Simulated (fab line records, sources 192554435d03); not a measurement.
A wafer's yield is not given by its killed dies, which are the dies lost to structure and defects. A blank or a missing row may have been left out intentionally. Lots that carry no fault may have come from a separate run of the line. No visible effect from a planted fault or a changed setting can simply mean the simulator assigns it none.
fab line records	flow n5-finfet
record lots=13	wafers=39	last-day=18
route steps=1938 shown FIN_CUT@174 STI_FIN_REVEAL@183 DUMMY_GATE@214
lots untouched by any fault: they come from a run of this same line in which no faults occurred
start-h: start of the lot's first displayed wafer, in hours after the record's first day	wait-h: hours since the lot's step before	" the same as in the row above	L1.1+2: several wafers, shown together as one row	- either no value or no given start	* or withheld: withheld	< > ~ a bound
route shown NAME@n: a module of which the file shows steps, and the number in the route of the first	usual: the fault-free wafers' mean and standard deviation	same: alike in all rows	chamber/n: place in a boat	sites: the reading at each site	_std_site: standard deviation of those values	_edge_site: the outer-site mean with the inner-site mean subtracted	radius-mm: how far each site lies from the wafer's centre	mask NAME#n: copy n	behind: the tool/chamber that last shaped the wafer	hold: why the lot was held/for how many hours/how that ended	device: names the non-switching transistor (n, p or np)	end of line: at the end of the route, the tests of the same wafers	a step without rows: its recipe alone	killed: dies that structure and defects cost at the first sort, which is not the same as the wafer's yield	map: a wafer's dies, x killed, . not, _ none there
set.NAME: the setting the step ran with; set.NAME@STEP: the setting that earlier step ran with	model.NAME: the simulator's own value behind a step, which no gauge read
a sample of lots followed through the steps of the route, with each step as a table and each wafer as a row
services: a tool's chamber out of use, with start hour (start-h, from the record's first day; less than 0 if before it), hours out, and reason
## steps
# step N5_FIN_CUT_CUT_ETCH_27
# recipe chemistry=CHF3/O2	target=SiO2	target-depth-a=40	mask-material=SOC	overetch-a=20	time-s=4.9	pressure-mtorr=30	source-w=650	bias-w=170	Ar_flow_sccm=200	CHF3_flow_sccm=50	O2_flow_sccm=5	ion-energy-ev=200
# usual drypump-motor-current-A=5.78/0.27	oes-product-au=0.63/0.067	rf-fwd-power-W=644.0/2.4	rf-vpp-V=524/7.7	showerhead-plenum-p-Torr=2.44/0.069	throttle-valve-pct=18.76/0.25
lot.wafer	tool	chamber	start-h	wait-h	drypump-motor-current-A	oes-product-au	rf-fwd-power-W	rf-hours-counter-h	rf-vpp-V	showerhead-plenum-p-Torr	throttle-valve-pct
L596.3	rie-diel-06	1	39.80	0.0	5.41	0.63	646.6	108	523	2.51	18.72
L596.5	"	3	"	"	5.83	0.75	644.6	-	518	2.36	18.34
L596.6	"	2	"	"	5.83	0.62	646.1	-	534	2.41	18.88
L599.2	rie-diel-03	2	58.63	0.0	5.70	0.75	642.8	13	528	2.58	18.47
L599.3	"	1	"	"	6.33	0.60	646.8	126	526	2.51	18.41
L599.6	"	1	"	"	6.32	0.60	643.4	-	524	2.51	18.42
L600.1	rie-diel-06	3	63.35	0.0	5.82	0.73	647.1	16	517	2.36	18.34
L600.2	"	2	"	"	5.83	0.61	645.7	131	535	2.41	18.90
L600.3	"	1	"	"	5.40	0.63	645.4	116	524	2.50	18.73
L602.4	rie-diel-06	1	76.60	0.0	5.42	0.62	644.0	121	523	2.50	18.74
L602.5	"	2	"	"	5.84	0.61	643.7	-	535	2.41	18.89
L602.6	"	1	"	"	5.44	0.62	641.7	-	525	2.50	18.75
L603.3	rie-diel-06	2	82.20	0.0	5.83	0.60	647.6	137	533	2.41	18.90
L603.4	"	3	"	"	5.87	0.73	644.8	22	518	2.36	18.37
L603.6	"	0	"	"	6.09	0.58	644.4	-	514	2.41	19.00
L606.1	rie-diel-06	1	100.66	0.0	5.40	0.62	641.2	132	524	2.50	18.75
L606.2	"	2	"	"	5.84	0.60	644.8	143	534	2.40	18.92
L606.3	"	3	"	"	5.85	0.71	645.4	29	516	2.35	18.38
L607.1	rie-diel-06	1	106.32	0.0	5.42	0.62	642.4	133	523	2.50	18.78
L607.4	"	3	"	"	5.85	0.72	644.9	30	517	2.35	18.34
L607.5	"	1	"	"	5.43	0.62	645.5	-	525	2.50	18.79
L609.3	rie-diel-06	2	120.48	0.0	5.83	0.60	642.2	148	534	2.40	18.91
L609.4	"	1	"	"	5.42	0.61	643.9	136	525	2.49	18.77
L609.6	"	3	"	"	5.85	0.70	643.4	-	515	2.35	18.39
L610.2	rie-diel-06	2	125.84	0.0	5.84	0.59	646.5	150	535	2.40	18.94
L610.4	"	3	"	"	5.86	0.70	642.5	36	516	2.35	18.40
L610.6	"	1	"	"	5.42	0.61	648.5	-	526	2.49	18.78
L612.1	rie-diel-03	1	137.95	0.0	6.34	0.59	645.8	150	524	2.50	18.46
L612.2	"	0	"	"	5.58	0.73	641.6	21	531	2.46	18.57
L612.5	"	1	"	"	6.32	0.58	646.6	-	524	2.50	18.45
L613.2	rie-diel-06	1	141.45	0.0	5.40	0.61	644.7	143	523	2.49	18.77
L613.4	"	3	"	"	5.83	0.70	644.4	41	517	2.35	18.38
L613.5	"	1	"	"	5.40	0.61	645.3	-	523	2.49	18.77
L614.3	rie-diel-05	2	147.19	0.0	6.06	0.57	644.7	187	511	2.31	19.12
L614.4	"	3	"	"	5.63	0.73	644.1	13	527	2.46	18.72
L614.5	"	0	"	"	5.63	0.53	644.3	-	537	2.47	18.72
L615.2	rie-diel-06	0	154.05	0.0	6.09	0.57	645.4	202	513	2.41	19.04
L615.3	"	3	"	"	5.81	0.69	645.1	45	517	2.35	18.39
L615.5	"	0	"	"	6.11	0.57	647.5	-	513	2.41	19.03
# step N5_STI_FIN_REVEAL_ALD_00
# recipe material=SiO2	target-thk-a=10	temp-c=300	ald-precursor-family=BDEAS	ald-co-reactant=O2-plasma	pulse-time-s=1	pressure-torr=2
# usual heater-power-w=490/47	precursor-pulse-height-rel=1.001/0.019
lot.wafer	tool	chamber	start-h	wait-h	heater-power-w	precursor-pulse-height-rel
L596.3	ald-sin-04	1	40.34	0.0	433	1.007
L596.5	"	3	"	"	526	1.004
L596.6	"	2	"	"	482	0.986
L599.2	ald-sin-04	0	60.00	0.9	495	0.973
L599.3	"	3	"	"	527	1.000
L599.6	"	2	"	"	491	0.983
L600.1	ald-sin-01	0	63.82	0.0	439	0.969
L600.2	"	3	"	"	579	0.999
L600.3	"	1	"	"	556	0.975
L602.4	ald-sin-02	1	77.07	0.0	530	1.017
L602.5	"	3	"	"	436	1.032
L602.6	"	2	"	"	422	0.982
L603.3	ald-sin-02	3	82.75	0.1	436	0.995
L603.4	"	0	"	"	454	0.946
L603.6	"	1	"	"	536	0.977
L606.1	ald-sin-04	0	101.12	0.0	502	0.989
L606.2	"	1	"	"	429	1.004
L606.3	"	2	"	"	486	0.974
L607.1	ald-sin-04	2	106.90	0.1	497	1.020
L607.4	"	1	"	"	431	0.981
L607.5	"	1	"	"	428	0.973
L609.3	ald-sin-04	0	120.99	0.0	496	1.037
L609.4	"	1	"	"	446	1.003
L609.6	"	0	"	"	511	1.034
L610.2	ald-sin-01	0	126.70	0.4	436	0.984
L610.4	"	1	"	"	552	0.977
L610.6	"	3	"	"	575	0.997
L612.1	ald-sin-01	2	138.42	0.0	512	1.009
L612.2	"	3	"	"	572	0.999
L612.5	"	3	"	"	566	1.015
L613.2	ald-sin-01	1	141.99	0.0	539	1.009
L613.4	"	0	"	"	438	1.012
L613.5	"	3	"	"	568	0.982
L614.3	ald-sin-01	2	147.95	0.3	494	0.975
L614.4	"	1	"	"	558	1.001
L614.5	"	0	"	"	429	0.986
L615.2	ald-sin-02	0	155.51	1.0	458	1.005
L615.3	"	3	"	"	442	1.006
L615.5	"	1	"	"	522	1.024
# step N5_STI_FIN_REVEAL_RECESS_09
# recipe chemistry=HF/NH3	target=SiO2	afs-cycles=11	target-depth-a=425	temp-c=30	sublimation-temp-c=180	sublimation-time-s=60
# usual drypump-motor-current-A=5.78/0.25
lot.wafer	tool	chamber	start-h	wait-h	drypump-motor-current-A
L596.3	vapor-etch-02	0	47.36	0.6	5.91
L596.5	"	0	"	"	5.88
L596.6	"	1	"	"	5.36
L599.2	vapor-etch-01	0	66.14	0.0	5.88
L599.3	"	0	"	"	5.89
L599.6	"	1	"	"	6.03
L600.1	vapor-etch-01	0	70.03	0.0	5.90
L600.2	"	1	"	"	5.99
L600.3	"	1	"	"	5.97
L602.4	vapor-etch-02	1	83.47	0.6	5.37
L602.5	"	1	"	"	5.37
L602.6	"	0	"	"	5.89
L603.3	vapor-etch-02	1	89.19	0.6	5.37
L603.4	"	0	"	"	5.88
L603.6	"	0	"	"	5.89
L606.1	vapor-etch-02	1	107.12	0.0	5.37
L606.2	"	0	"	"	5.90
L606.3	"	1	"	"	5.36
L607.1	vapor-etch-02	1	112.92	0.0	5.36
L607.4	"	1	"	"	5.35
L607.5	"	1	"	"	5.38
L609.3	vapor-etch-02	1	127.69	0.6	5.37
L609.4	"	0	"	"	5.90
L609.6	"	1	"	"	5.37
L610.2	vapor-etch-02	1	132.58	0.0	5.37
L610.4	"	1	"	"	5.38
L610.6	"	1	"	"	5.38
L612.1	vapor-etch-01	0	144.50	0.0	5.93
L612.2	"	1	"	"	6.00
L612.5	"	1	145.56	1.1	6.01
L613.2	vapor-etch-01	1	147.87	0.0	5.99
L613.4	"	0	"	"	5.88
L613.5	"	0	"	"	5.86
L614.3	vapor-etch-01	1	155.16	0.6	5.98
L614.4	"	0	"	"	5.87
L614.5	"	0	"	"	5.90
L615.2	vapor-etch-01	1	161.57	0.0	5.99
L615.3	"	1	"	"	5.96
L615.5	"	1	"	"	6.01
# step N5_STI_FIN_REVEAL_FIN_H_MEAS_10
# usual trench-depth-nm=52.1/0.62
lot.wafer	tool	chamber	start-h	wait-h	trench-depth-nm
L596.3	ocd-02	-	49.53	0.0	51.4
L596.5	"	-	"	"	52.3
L596.6	"	-	"	"	50.9
L599.2	ocd-02	-	68.83	0.0	52.7
L599.3	"	-	"	"	52.7
L599.6	"	-	"	"	52.0
L600.1	ocd-02	-	73.26	0.0	52.1
L600.2	"	-	"	"	51.8
L600.3	"	-	"	"	52.0
L602.4	ocd-02	-	85.64	0.0	51.3
L602.5	"	-	"	"	50.9
L602.6	"	-	"	"	52.1
L603.3	ocd-02	-	91.37	0.0	52.8
L603.4	"	-	"	"	52.7
L603.6	"	-	"	"	52.8
L606.1	ocd-01	-	109.85	0.0	54.4
L606.2	"	-	"	"	55.6
L606.3	"	-	"	"	55.2
L607.1	ocd-01	-	115.64	0.0	56.3
L607.4	"	-	"	"	55.9
L607.5	"	-	"	"	55.8
L609.3	ocd-02	-	129.89	0.0	56.4
L609.4	"	-	"	"	55.8
L609.6	"	-	"	"	56.1
L610.2	ocd-01	-	135.27	0.0	56.5
L610.4	"	-	"	"	56.9
L610.6	"	-	"	"	55.9
L612.1	ocd-01	-	147.21	0.0	52.5
L612.2	"	-	"	"	52.2
L612.5	"	-	"	"	51.9
L613.2	ocd-02	-	150.71	0.0	52.2
L613.4	"	-	"	"	51.5
L613.5	"	-	"	"	50.7
L614.3	ocd-02	-	157.43	0.0	51.4
L614.4	"	-	"	"	51.5
L614.5	"	-	"	"	52.2
L615.2	ocd-01	-	164.37	0.0	52.7
L615.3	"	-	"	"	53.6
L615.5	"	-	"	"	51.9
# step N5_DUMMY_GATE_ALD_02
# recipe material=SiO2	target-thk-a=20	temp-c=300	ald-precursor-family=BDEAS	ald-co-reactant=O2-plasma	pulse-time-s=1	pressure-torr=2
# usual heater-power-w=482/48	precursor-pulse-height-rel=1.000/0.02
lot.wafer	tool	chamber	start-h	wait-h	heater-power-w	precursor-pulse-height-rel
L596.3	ald-sin-03	1	49.71	0.0	501	0.990
L596.5	"	0	"	"	443	0.982
L596.6	"	1	"	"	508	0.992
L599.2	ald-sin-01	3	69.02	0.0	573	0.968
L599.3	"	1	"	"	560	0.987
L599.6	"	0	"	"	450	1.010
L600.1	ald-sin-03	3	73.44	0.0	545	0.987
L600.2	"	2	"	"	476	0.984
L600.3	"	0	"	"	444	1.021
L602.4	ald-sin-03	2	85.89	0.1	475	0.993
L602.5	"	0	"	"	450	0.992
L602.6	"	3	"	"	531	0.997
L603.3	ald-sin-03	3	91.82	0.3	554	0.971
L603.4	"	3	"	"	534	1.004
L603.6	"	0	"	"	459	1.016
L606.1	ald-sin-03	0	110.04	0.0	445	0.988
L606.2	"	2	"	"	478	1.035
L606.3	"	3	"	"	555	0.991
L607.1	ald-sin-03	2	115.82	0.0	478	1.022
L607.4	"	1	"	"	502	1.001
L607.5	"	0	"	"	443	1.004
L609.3	ald-sin-02	1	130.06	0.0	534	1.022
L609.4	"	0	"	"	464	0.988
L609.6	"	2	"	"	394	1.005
L610.2	ald-sin-03	2	135.52	0.1	480	0.972
L610.4	"	3	"	"	542	1.002
L610.6	"	2	"	"	470	0.986
L612.1	ald-sin-02	3	147.46	0.1	440	1.053
L612.2	"	0	"	"	462	0.990
L612.5	"	2	"	"	392	1.002
L613.2	ald-sin-02	1	151.33	0.4	529	1.010
L613.4	"	2	"	"	388	0.964
L613.5	"	0	"	"	473	1.022
L614.3	ald-sin-03	1	157.61	0.0	516	0.985
L614.4	"	3	"	"	544	1.009
L614.5	"	0	"	"	448	0.993
L615.2	ald-sin-02	3	164.59	0.0	441	0.999
L615.3	"	1	"	"	514	1.014
L615.5	"	0	"	"	472	0.987
## services
tool	chamber	start-h	hours	kind
ald-sin-04	2	15.86	1.7	repair
ald-sin-01	-	18.60	0.7	repair
rie-diel-05	2	35.38	8.6	repair
rie-diel-05	-	46.87	0.3	repair
vapor-etch-02	-	57.66	0.5	repair
ald-sin-03	-	57.96	6.4	repair
ald-sin-04	3	67.01	5.7	repair
ald-sin-01	3	71.05	3.9	repair
rie-diel-05	2	72.79	5.3	repair
rie-diel-06	0	85.75	15.1	repair
ald-sin-02	-	86.02	14.0	pm
ald-sin-02	0	86.02	14.0	vent-cycle
ald-sin-02	1	86.02	14.0	vent-cycle
ald-sin-02	2	86.02	14.0	vent-cycle
ald-sin-02	3	86.02	14.0	vent-cycle
rie-diel-06	2	92.67	2.6	repair
ald-sin-02	0	100.02	-	clean
ald-sin-02	1	100.02	-	clean
ald-sin-02	2	100.02	-	clean
ald-sin-01	-	107.66	6.1	pm
vapor-etch-01	0	112.75	10.5	repair
rie-diel-03	2	120.54	4.1	repair
ald-sin-04	0	136.29	5.6	repair
rie-diel-03	-	157.42	0.6	repair
## key
first-sign step=N5_STI_FIN_REVEAL_FIN_H_MEAS_10	reading=trench-depth-nm	direction=up	sigmas=6.1	usual=52.1	struck=55.9
effect none on later readings
met-at N5_STI_FIN_REVEAL_RECESS_09
struck-lots L606,L607,L609,L610
rows-end L606.1,L606.2,L606.3,L607.1,L607.4,L607.5,L609.3,L609.4,L609.6,L610.2,L610.4,L610.6
not-acting-at N5_FIN_CUT_CUT_ETCH_27,N5_STI_FIN_REVEAL_ALD_00,N5_DUMMY_GATE_ALD_02
onset-between 89.19 107.12
fault kind=process-parameter-drift	tool=vapor-etch-02	chamber=-	onset-h=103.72	steps=N5_STI_FIN_REVEAL_RECESS_09	channel=target-depth-a	offset=37.673	shape=step	acts-in=these-recipes-only	stated=425
# rows-end: these wafers met a further fault down the route, and their rows from its step on are left out
